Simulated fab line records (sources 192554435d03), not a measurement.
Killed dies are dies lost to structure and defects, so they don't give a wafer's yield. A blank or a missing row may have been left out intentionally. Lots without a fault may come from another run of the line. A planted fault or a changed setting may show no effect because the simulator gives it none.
Which of the tools did it? || flow n5-finfet || 33 wafers from 11 lots sampled at 3 of the route's 1938 steps

== WHAT THE GAUGES READ, wafer by wafer ==
N5_BEOL_M7_OVL_MEAS_12. Usual: M7_OVL 0.0 nm, standard deviation 0.77.
{"lot": "L264", "measured": "day 8 19:49", "on": "overlay-02", "M7_OVL (nm)": "-0.8 -0.2 -0.7", "flag": ""}
{"lot": "L266", "measured": "day 8 22:35", "on": "overlay-01", "M7_OVL (nm)": "1.5 0.5 0.0", "flag": ""}
{"lot": "L268", "measured": "day 9 22:35", "on": "overlay-01", "M7_OVL (nm)": "-0.2 -0.3 -1.8", "flag": ""}
{"lot": "L267", "measured": "day 10 04:14", "on": "overlay-02", "M7_OVL (nm)": "-0.7 0.0 0.0", "flag": ""}
{"lot": "L269", "measured": "day 10 04:38", "on": "overlay-01", "M7_OVL (nm)": "0.0 0.4 -0.6", "flag": ""}
{"lot": "L274", "measured": "day 11 13:39", "on": "overlay-02", "M7_OVL (nm)": "0.8 -0.2 1.7", "flag": ""}
{"lot": "L277", "measured": "day 12 17:07", "on": "overlay-02", "M7_OVL (nm)": "1.8 0.5 0.7", "flag": ""}
{"lot": "L280", "measured": "day 12 22:02", "on": "overlay-01", "M7_OVL (nm)": "-1.4 -2.2 -0.2", "flag": ""}
{"lot": "L279", "measured": "day 12 22:24", "on": "overlay-01", "M7_OVL (nm)": "-0.3 -1.0 -0.4", "flag": ""}
{"lot": "L281", "measured": "day 13 05:30", "on": "overlay-01", "M7_OVL (nm)": "-0.5 1.6 1.7", "flag": ""}
{"lot": "L283", "measured": "day 13 21:04", "on": "overlay-01", "M7_OVL (nm)": "-0.2 -0.8 0.2", "flag": ""}

N5_BEOL_M7_CD_MEAS_28: the cd target is 40 nm. Usual: cd-nm at 40.03 nm, with a standard deviation of 0.24.
{"lot": "L264", "measured": "day 8 21:40", "on": "cd-sem-02", "cd-nm (nm)": "40.05 40.28 40.51", "flag": ""}
{"lot": "L266", "measured": "day 9 01:18", "on": "cd-sem-02", "cd-nm (nm)": "39.92 39.51 40.01", "flag": ""}
{"lot": "L268", "measured": "day 9 23:32", "on": "cd-sem-01", "cd-nm (nm)": "40.00 39.69 40.02", "flag": ""}
{"lot": "L267", "measured": "day 10 06:40", "on": "cd-sem-02", "cd-nm (nm)": "40.10 40.16 39.89", "flag": ""}
{"lot": "L269", "measured": "day 10 06:52", "on": "cd-sem-01", "cd-nm (nm)": "39.99 40.09 39.89", "flag": ""}
{"lot": "L274", "measured": "day 11 17:22", "on": "cd-sem-03", "cd-nm (nm)": "40.16 40.52 40.15", "flag": ""}
{"lot": "L277", "measured": "day 12 20:50", "on": "cd-sem-01", "cd-nm (nm)": "40.30 40.23 39.95", "flag": ""}
{"lot": "L280", "measured": "day 13 00:57", "on": "cd-sem-03", "cd-nm (nm)": "40.30 40.28 40.06", "flag": ""}
{"lot": "L279", "measured": "day 13 01:05", "on": "cd-sem-03", "cd-nm (nm)": "39.70 40.38 40.39", "flag": ""}
{"lot": "L281", "measured": "day 13 06:48", "on": "cd-sem-02", "cd-nm (nm)": "40.12 39.82 40.06", "flag": ""}
{"lot": "L283", "measured": "day 13 22:03", "on": "cd-sem-03", "cd-nm (nm)": "39.58 40.10 40.44", "flag": ""}

== WHAT TOOL EACH LOT RAN ON (gives the tool, then ch and the chambers of the sampled wafers, and finally the start) ==
{"lot": "L264", "N5_BEOL_M7_STRIP_19": "rie-diel-05 ch 1,2,3, day 8 20:24"}
{"lot": "L266", "N5_BEOL_M7_STRIP_19": "rie-diel-03 ch 0,1,3, day 8 23:20"}
{"lot": "L268", "N5_BEOL_M7_STRIP_19": "rie-diel-03 ch 0,1,3, day 9 23:02"}
{"lot": "L267", "N5_BEOL_M7_STRIP_19": "rie-diel-02 ch 0,2,3, day 10 04:41"}
{"lot": "L269", "N5_BEOL_M7_STRIP_19": "rie-diel-05 ch 1,3, day 10 05:09"}
{"lot": "L274", "N5_BEOL_M7_STRIP_19": "rie-diel-03 ch 0,1,3, day 11 14:06"}
{"lot": "L277", "N5_BEOL_M7_STRIP_19": "rie-diel-03 ch 0,3, day 12 17:42"}
{"lot": "L280", "N5_BEOL_M7_STRIP_19": "rie-diel-03 ch 0,3, day 12 22:29"}
{"lot": "L279", "N5_BEOL_M7_STRIP_19": "rie-diel-02 ch 0,1,3, day 12 22:58"}
{"lot": "L281", "N5_BEOL_M7_STRIP_19": "rie-diel-05 ch 2,3, day 13 06:18"}
{"lot": "L283", "N5_BEOL_M7_STRIP_19": "rie-diel-05 ch 0,1,2, day 13 21:31"}
- N5_BEOL_M7_STRIP_19: strips in O2.

== AS READ BY THE TOOLS THEMSELVES (means over the sampled wafers that have a number; for cases with no such wafer, the mark the record gives instead) ==
N5_BEOL_M7_STRIP_19. Usual: drypump-motor-current-A 5.8 A, standard deviation 0.53; oes-product-au 0.79 a.u., standard deviation 0.064; rf-vpp-V 3.7 V, standard deviation 0.62; showerhead-plenum-p-Torr 2.09 Torr, standard deviation 0.047; throttle-valve-pct 16.64 %, standard deviation 0.22.
{"lot": "L264", "tool": "rie-diel-05", "drypump-motor-current-A (A)": 6.0, "oes-product-au (a.u.)": 0.79, "rf-vpp-V (V)": 3.7, "showerhead-plenum-p-Torr (Torr)": 2.12, "throttle-valve-pct (%)": 16.63, "flag": ""}
{"lot": "L266", "tool": "rie-diel-03", "drypump-motor-current-A (A)": 5.6, "oes-product-au (a.u.)": 0.85, "rf-vpp-V (V)": 3.3, "showerhead-plenum-p-Torr (Torr)": 2.11, "throttle-valve-pct (%)": 16.55, "flag": ""}
{"lot": "L268", "tool": "rie-diel-03", "drypump-motor-current-A (A)": 5.6, "oes-product-au (a.u.)": 0.83, "rf-vpp-V (V)": 3.8, "showerhead-plenum-p-Torr (Torr)": 2.10, "throttle-valve-pct (%)": 16.54, "flag": ""}
{"lot": "L267", "tool": "rie-diel-02", "drypump-motor-current-A (A)": 5.7, "oes-product-au (a.u.)": 0.77, "rf-vpp-V (V)": 3.2, "showerhead-plenum-p-Torr (Torr)": 2.09, "throttle-valve-pct (%)": 16.75, "flag": ""}
{"lot": "L269", "tool": "rie-diel-05", "drypump-motor-current-A (A)": 6.2, "oes-product-au (a.u.)": 0.78, "rf-vpp-V (V)": 3.0, "showerhead-plenum-p-Torr (Torr)": 2.09, "throttle-valve-pct (%)": 16.79, "flag": ""}
{"lot": "L274", "tool": "rie-diel-03", "drypump-motor-current-A (A)": 5.6, "oes-product-au (a.u.)": 0.82, "rf-vpp-V (V)": 4.0, "showerhead-plenum-p-Torr (Torr)": 2.10, "throttle-valve-pct (%)": 16.57, "flag": ""}
{"lot": "L277", "tool": "rie-diel-03", "drypump-motor-current-A (A)": 5.7, "oes-product-au (a.u.)": 0.79, "rf-vpp-V (V)": 4.2, "showerhead-plenum-p-Torr (Torr)": 2.07, "throttle-valve-pct (%)": 16.66, "flag": ""}
{"lot": "L280", "tool": "rie-diel-03", "drypump-motor-current-A (A)": 6.2, "oes-product-au (a.u.)": 0.79, "rf-vpp-V (V)": 3.7, "showerhead-plenum-p-Torr (Torr)": 2.09, "throttle-valve-pct (%)": 16.60, "flag": ""}
{"lot": "L279", "tool": "rie-diel-02", "drypump-motor-current-A (A)": 5.5, "oes-product-au (a.u.)": 0.78, "rf-vpp-V (V)": 3.5, "showerhead-plenum-p-Torr (Torr)": 2.06, "throttle-valve-pct (%)": 16.62, "flag": ""}
{"lot": "L281", "tool": "rie-diel-05", "drypump-motor-current-A (A)": 6.1, "oes-product-au (a.u.)": 0.78, "rf-vpp-V (V)": 3.2, "showerhead-plenum-p-Torr (Torr)": 2.09, "throttle-valve-pct (%)": 16.72, "flag": ""}
{"lot": "L283", "tool": "rie-diel-05", "drypump-motor-current-A (A)": 5.8, "oes-product-au (a.u.)": 0.81, "rf-vpp-V (V)": 3.8, "showerhead-plenum-p-Torr (Torr)": 2.10, "throttle-valve-pct (%)": 16.46, "flag": ""}

== THE ANSWER, worked out from the rows above alone ==
Rule: take the mean of a lot's wafers that have a number; if it is more than 3 standard deviations from the usual mean, the lot is off. Also off: a lot with no number at a reading for which 4 or more lots have one. All remaining lots with rows at the step are treated as sound. The gauges are gone through in route order, then the tools' own readings, and for those a lot's mean is taken as printed above. At the first step where some lot is off, the reading lying furthest off is the one used; lots without a number count as furthest.
Nothing can be told from this: no lot is off at any reading shown.

== WHAT THE SIMULATOR PUT IN ==
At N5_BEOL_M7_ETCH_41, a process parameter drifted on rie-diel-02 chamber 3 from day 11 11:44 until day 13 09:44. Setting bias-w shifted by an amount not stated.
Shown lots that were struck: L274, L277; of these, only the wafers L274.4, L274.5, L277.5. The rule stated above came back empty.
